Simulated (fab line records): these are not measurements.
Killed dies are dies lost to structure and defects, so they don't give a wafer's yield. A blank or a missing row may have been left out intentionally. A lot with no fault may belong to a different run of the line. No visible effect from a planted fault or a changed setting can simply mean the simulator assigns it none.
Chamber matching    flow n5_finfet    rie_diel-06 running N5_MOL_CONTACT_COAG_ETCH_67: 4 sister chambers
The step etches SOC in N2/H2, target depth 60 nm, overetch 21 nm, time 101.2 s. 4 wafers are shown with their chamber, then 9 later ones without.

== WAFERS PAIRED WITH THEIR CHAMBERS ==
wafer   chamber  showerhead_plenum_p_Torr (Torr)
L086.3  2        2.69
L086.4  3        2.60
L087.2  0        2.71
L087.6  1        2.48

== WAFERS MISSING THEIR CHAMBER ==
wafer   showerhead_plenum_p_Torr (Torr)
L090.2  2.69
L090.3  2.47
L090.4  2.70
L096.3  2.68
L096.5  2.70
L096.6  2.60
L097.1  2.47
L097.5  2.60
L097.6  2.68

== THE CHAMBER EACH PASSED THROUGH ==
wafer   from the rows above      in truth
L090.2  2                        2
L090.3  1                        1
L090.4  can't be placed: 0 or 2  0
L096.3  2                        2
L096.5  can't be placed: 0 or 2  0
L096.6  3                        3
L097.1  1                        1
L097.5  3                        3
L097.6  2                        2
Correctly placed: 7 of 9. From these rows, 2 cannot be placed; in 2 the true chamber is one of the candidates. Wrongly placed: 0.
How it was worked out, from the rows above alone: a wafer's distance from a chamber is the root of the sum, over the readings, of the square of ((its reading less the chamber's mean) divided by the reading's scatter). The wafer belongs to the nearest chamber; if the next one is less than 2 further off, it can't be placed. For every chamber, the mean is computed from those of its wafers that are shown. The scatter: with one shown wafer a chamber, the root of the mean of the squares of how far each hidden wafer lies from its nearest shown one.
